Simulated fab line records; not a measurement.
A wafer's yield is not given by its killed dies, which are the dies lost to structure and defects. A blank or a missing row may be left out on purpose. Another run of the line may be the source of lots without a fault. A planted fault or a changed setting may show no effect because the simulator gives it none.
Matching of chambers -- flow n5_finfet -- ald_sin-01 running N5_MOL_CONTACT_COAG_ALD_123: 4 sister chambers
The step deposits SiNx, target thk 5 nm, pulse time 1 s, purge time 2 s. 4 wafers are shown with their chamber, then 11 later ones without.

== WAFERS WITH THEIR CHAMBER ==
wafer,chamber,heater_power_w (W)
L086.6,3,736
L088.2,0,919
L088.3,2,658
L090.2,1,891

== WAFERS MISSING THEIR CHAMBER ==
wafer,heater_power_w (W)
L090.3,935
L090.6,967
L091.2,659
L091.3,965
L091.6,664
L094.1,669
L094.5,889
L094.6,669
L095.1,664
L095.3,745
L095.4,728

== EACH ONE'S CHAMBER ==
wafer,from the rows above,in truth
L090.3,can't be placed: 0 or 1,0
L090.6,can't be placed: 0 or 1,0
L091.2,2,2
L091.3,can't be placed: 0 or 1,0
L091.6,2,2
L094.1,2,2
L094.5,can't be placed: 1 or 0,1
L094.6,2,2
L095.1,2,2
L095.3,3,3
L095.4,3,3
Correctly placed: 7 of 11. Not placeable from these rows: 4 (in 4, the candidates include the true chamber). Number placed wrongly: 0.
How it was worked out, from the rows above alone: a wafer's distance from a chamber is the root of the sum, over the readings, of the square of ((its reading less the chamber's mean) divided by the reading's scatter). If the next closest chamber is less than 2 further off than the closest, the wafer can't be placed; otherwise it belongs to the closest. A chamber's mean is the mean of its shown wafers. The scatter (one wafer shown for each chamber): square how far every hidden wafer sits from the nearest shown wafer, average those squares and take the square root.
